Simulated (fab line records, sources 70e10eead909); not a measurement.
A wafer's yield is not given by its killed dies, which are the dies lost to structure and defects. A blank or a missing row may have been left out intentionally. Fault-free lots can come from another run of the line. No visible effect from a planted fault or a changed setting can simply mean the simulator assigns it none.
A struck lot beside a sound one :: flow nand_harc :: 14 out of 1159 route steps
Sound: wafers L316.2, L316.3, L316.6. Struck: wafer L325.2 (L325.1, L325.4, from the same lot, were not struck and are left out); the cause is given at the end.
Each step with rows lists, per side, the tool, then ch with its chambers, then its first start. Under that, the readings that differ: sound wafers :: struck wafers :: difference of the means :: sigmas: that difference in standard deviations of wafers without a fault.
alike: same words and numbers on both sides, and readings whose means sit less than 2 such deviations apart. not compared: any withheld reading, any reading some wafer has no value for, any bound like >300 that may hide the same value, and any number with overlapping values for which the record gives no deviation.
Wherever a step has rows on one side only, a row that says differs or no value, or a row with sigmas, the two part there. Numbers that have no deviation but don't overlap get no sigmas and don't part them. A reading that every wafer of one side lacks parts them only if that side has two wafers or more.

first, 4 steps without rows for these wafers: NHARC_A_WL_FILL_STRIP_28 (strips in post etch residue remover, time 1200 s); NHARC_A_WL_FILL_PRECLEAN_06 (cleans in DIW, time 300 s); NHARC_A_WL_FILL_SRD_07; NHARC_A_WL_FILL_ANNEAL_08 (time 1800 s).
NHARC_A_WL_FILL_ALD_10: deposits SiO2, target thk 50 nm, pulse time 10 s, ald cycles 500.
  sound on ald_hk-03 ch 0,3, day 17 01:28; struck on ald_hk-03 ch 1, day 20 05:10
  alike: heater_power_w, precursor_pulse_height_rel
NHARC_A_WL_FILL_ETCHBACK_16: etches the open film in C4F8/O2/Ar, target depth 88 nm, time 17.6 s.
  sound on rie_diel-03 ch 0,3; struck on rie_diel-03 ch 0
  alike: oes_product_au, rf_vpp_V, run_length_s
  not compared: rf_hours_counter_h
NHARC_A_WL_FILL_STRIP_29: strips in O2, time 20 s.
  sound on rie_diel-03 ch 0,1,2, day 17 06:10; struck on rie_diel-03 ch 3, day 20 09:27
  alike: drypump_motor_current_A, oes_product_au, rf_vpp_V, showerhead_plenum_p_Torr, throttle_valve_pct
  not compared: rf_hours_counter_h
NHARC_A_WL_FILL_ETCHBACK_17: etches the open film in Cl2/BCl3, target depth 4 nm, time 26.7 s.
  sound on rie_metal-01 ch 0,1, day 17 06:15; struck on rie_metal-03 ch 1, day 20 09:32
reading: drypump_motor_current_A (A)
sound: 5.5 5.4 5.3
struck: 6.5
difference: +1.1
sigmas: +3
  alike: oes_product_au, run_length_s
  not compared: rf_hours_counter_h
then, 3 steps without rows for these wafers: NHARC_A_WL_FILL_PRECLEAN_18 (cleans in dHF, time 30 s); NHARC_A_WL_FILL_SRD_21; NHARC_A_WL_FILL_CVD_23 (deposits poly-Si, target thk 40 nm, time 800 s).
NHARC_A_WL_FILL_ETCHBACK_26: etches the open film in HBr, target depth 52 nm, time 13.3 s.
  sound on rie_si-05 ch 1,2, day 17 11:16; struck on rie_si-05 ch 3, day 20 14:52
reading: run_length_s (s)
sound: 34.38 34.24 34.61
struck: 31.71
difference: -2.70
sigmas: -9
  alike: drypump_motor_current_A, hbr_flow_sccm, oes_product_au, throttle_valve_pct
  not compared: rf_hours_counter_h
then, 1 step without rows for these wafers: NHARC_A_WL_FILL_PRECLEAN_30 (cleans in dHF, time 10 s).
-- the record jumps here: 4 days lie between the struck wafers' starts before and after (it left off in module A_WL_FILL and takes up again in module END, whose first step shown is number 1159 of the route) --
NHARC_END_SORT_01:
  sound on prober-01 ch 0, day 21 04:34; struck on prober-02 ch 0, day 24 04:24
reading: killed_at_array
sound: 26 27 27
struck: 49
difference: +22
sigmas: +2

reading: killed_dies
sound: 30 28 29
struck: 53
difference: +24
sigmas: +2
  alike: killed_at_other, killed_at_periphery, killed_open, killed_short

## WHERE THEY PART
Earliest at NHARC_A_WL_FILL_ETCHBACK_17; latest, in this record, at NHARC_END_SORT_01.

WHY: what had been put in by the simulator
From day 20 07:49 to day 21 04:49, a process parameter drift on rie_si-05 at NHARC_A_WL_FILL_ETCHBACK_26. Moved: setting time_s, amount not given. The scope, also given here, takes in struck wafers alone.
